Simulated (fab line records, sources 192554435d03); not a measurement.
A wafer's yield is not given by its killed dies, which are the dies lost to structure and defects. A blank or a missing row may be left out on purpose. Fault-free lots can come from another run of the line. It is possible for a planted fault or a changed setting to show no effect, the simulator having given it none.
Split-lot experiment :: flow n5-finfet :: on a route of 1938 steps: 7 lots, 21 wafers read

THE SPLIT
At N5_BEOL_M12_COAT_65 (time 60 s, resist thk 300 nm), the setting spin-rpm was moved away from the recipe's 1500 rpm on 7 of the 21 wafers read, by -9.0% to +9.0%. This setting was run at the recipe's value on the other wafers.

The split's own step is where the reading is taken.

THE READING
SOC_of_BEOL_M12_COAT_65.thk-nm (the simulator's own value, which no gauge read), in nm, at N5_BEOL_M12_COAT_65 (time 60 s, resist thk 300 nm). The file gives no usual value for it. Here, 14 wafers ran the recipe; their average is 300.0 nm with a standard deviation of 0.93 nm.

wafer: L074.1
tool, chamber at the split: litho-track-01, 0
spin-rpm as run, rpm: 1500
against the recipe: recipe
SOC_of_BEOL_M12_COAT_65.thk-nm, nm: 298.6
against lot-mates on the recipe: -

wafer: L074.3
tool, chamber at the split: litho-track-01, 0
spin-rpm as run, rpm: 1365
against the recipe: -9.0%
SOC_of_BEOL_M12_COAT_65.thk-nm, nm: 314.2
against lot-mates on the recipe: +15.6

wafer: L074.5
tool, chamber at the split: litho-track-01, 0
spin-rpm as run, rpm: 1365
against the recipe: -9.0%
SOC_of_BEOL_M12_COAT_65.thk-nm, nm: 313.4
against lot-mates on the recipe: +14.8

wafer: L083.2
tool, chamber at the split: litho-track-04, 0
spin-rpm as run, rpm: 1500
against the recipe: recipe
SOC_of_BEOL_M12_COAT_65.thk-nm, nm: 299.4
against lot-mates on the recipe: -

wafer: L083.4
tool, chamber at the split: litho-track-04, 0
spin-rpm as run, rpm: 1500
against the recipe: recipe
SOC_of_BEOL_M12_COAT_65.thk-nm, nm: 299
against lot-mates on the recipe: -

wafer: L083.5
tool, chamber at the split: litho-track-04, 0
spin-rpm as run, rpm: 1500
against the recipe: recipe
SOC_of_BEOL_M12_COAT_65.thk-nm, nm: 299.8
against lot-mates on the recipe: -

wafer: L087.2
tool, chamber at the split: litho-track-03, 0
spin-rpm as run, rpm: 1500
against the recipe: recipe
SOC_of_BEOL_M12_COAT_65.thk-nm, nm: 301.4
against lot-mates on the recipe: -

wafer: L087.3
tool, chamber at the split: litho-track-03, 0
spin-rpm as run, rpm: 1500
against the recipe: recipe
SOC_of_BEOL_M12_COAT_65.thk-nm, nm: 301.6
against lot-mates on the recipe: -

wafer: L087.5
tool, chamber at the split: litho-track-03, 0
spin-rpm as run, rpm: 1500
against the recipe: recipe
SOC_of_BEOL_M12_COAT_65.thk-nm, nm: 301
against lot-mates on the recipe: -

wafer: L086.4
tool, chamber at the split: litho-track-03, 0
spin-rpm as run, rpm: 1500
against the recipe: recipe
SOC_of_BEOL_M12_COAT_65.thk-nm, nm: 300.2
against lot-mates on the recipe: -

wafer: L086.5
tool, chamber at the split: litho-track-03, 0
spin-rpm as run, rpm: 1500
against the recipe: recipe
SOC_of_BEOL_M12_COAT_65.thk-nm, nm: 301.2
against lot-mates on the recipe: -

wafer: L086.6
tool, chamber at the split: litho-track-03, 0
spin-rpm as run, rpm: 1500
against the recipe: recipe
SOC_of_BEOL_M12_COAT_65.thk-nm, nm: 299
against lot-mates on the recipe: -

wafer: L091.1
tool, chamber at the split: litho-track-03, 0
spin-rpm as run, rpm: 1366
against the recipe: -8.9%
SOC_of_BEOL_M12_COAT_65.thk-nm, nm: 315
against lot-mates on the recipe: no lot-mate on the recipe

wafer: L091.3
tool, chamber at the split: litho-track-03, 0
spin-rpm as run, rpm: 1366
against the recipe: -8.9%
SOC_of_BEOL_M12_COAT_65.thk-nm, nm: 315
against lot-mates on the recipe: no lot-mate on the recipe

wafer: L091.4
tool, chamber at the split: litho-track-03, 0
spin-rpm as run, rpm: 1366
against the recipe: -8.9%
SOC_of_BEOL_M12_COAT_65.thk-nm, nm: 314.6
against lot-mates on the recipe: no lot-mate on the recipe

wafer: L093.2
tool, chamber at the split: litho-track-01, 0
spin-rpm as run, rpm: 1635
against the recipe: +9.0%
SOC_of_BEOL_M12_COAT_65.thk-nm, nm: 287
against lot-mates on the recipe: -12.4

wafer: L093.5
tool, chamber at the split: litho-track-01, 0
spin-rpm as run, rpm: 1635
against the recipe: +9.0%
SOC_of_BEOL_M12_COAT_65.thk-nm, nm: 286.8
against lot-mates on the recipe: -12.6

wafer: L093.6
tool, chamber at the split: litho-track-01, 0
spin-rpm as run, rpm: 1500
against the recipe: recipe
SOC_of_BEOL_M12_COAT_65.thk-nm, nm: 299.4
against lot-mates on the recipe: -

wafer: L097.1
tool, chamber at the split: litho-track-04, 0
spin-rpm as run, rpm: 1500
against the recipe: recipe
SOC_of_BEOL_M12_COAT_65.thk-nm, nm: 300
against lot-mates on the recipe: -

wafer: L097.2
tool, chamber at the split: litho-track-04, 0
spin-rpm as run, rpm: 1500
against the recipe: recipe
SOC_of_BEOL_M12_COAT_65.thk-nm, nm: 299.4
against lot-mates on the recipe: -

wafer: L097.6
tool, chamber at the split: litho-track-04, 0
spin-rpm as run, rpm: 1500
against the recipe: recipe
SOC_of_BEOL_M12_COAT_65.thk-nm, nm: 299.8
against lot-mates on the recipe: -

THE FIT
A straight line over all 21 wafers: SOC_of_BEOL_M12_COAT_65.thk-nm changes by -1.56 nm for each +1% of spin-rpm; r = -0.99; the points scatter about the line by 0.93 nm.
The same after taking each lot's own level away (the mean of its wafers on the recipe; 18 wafers): -1.54 nm for each +1%; r = -0.99; scatter 0.76 nm.
That fit puts the effect of the largest move of spin-rpm on the reading at 14 nm.
The lots' own levels span 298.60 to 301.33 nm, that is 2.9 times the standard deviation above.
Hence the lot-to-lot level has little effect on the slope; both slopes agree.
Check: -14.1 nm against its lot-mates is what the line predicts for one of the wafers moved furthest among these (+9.0%) when that wafer is left out of the fit. It came out at -12.4 nm against them.

THESE WAFERS: OTHER SPLITS
Other splits were also applied to these wafers ahead of the reading. Each is held against what the fit with the lots' levels taken away leaves over:
other split on the same wafers: N5_BEOL_M11_EXPOSE_08 dose-mj
wafers away from the commonest value: 8
r with SOC_of_BEOL_M12_COAT_65.thk-nm (lot level and that fit taken away): +0.12

other split on the same wafers: N5_BEOL_M11_ETCH_62 time-s
wafers away from the commonest value: 6
r with SOC_of_BEOL_M12_COAT_65.thk-nm (lot level and that fit taken away): +0.05

FILE'S OWN FIT
SOC_of_BEOL_M12_COAT_65.thk-nm changes by -1.54 nm for each +1% of spin-rpm, r = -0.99.
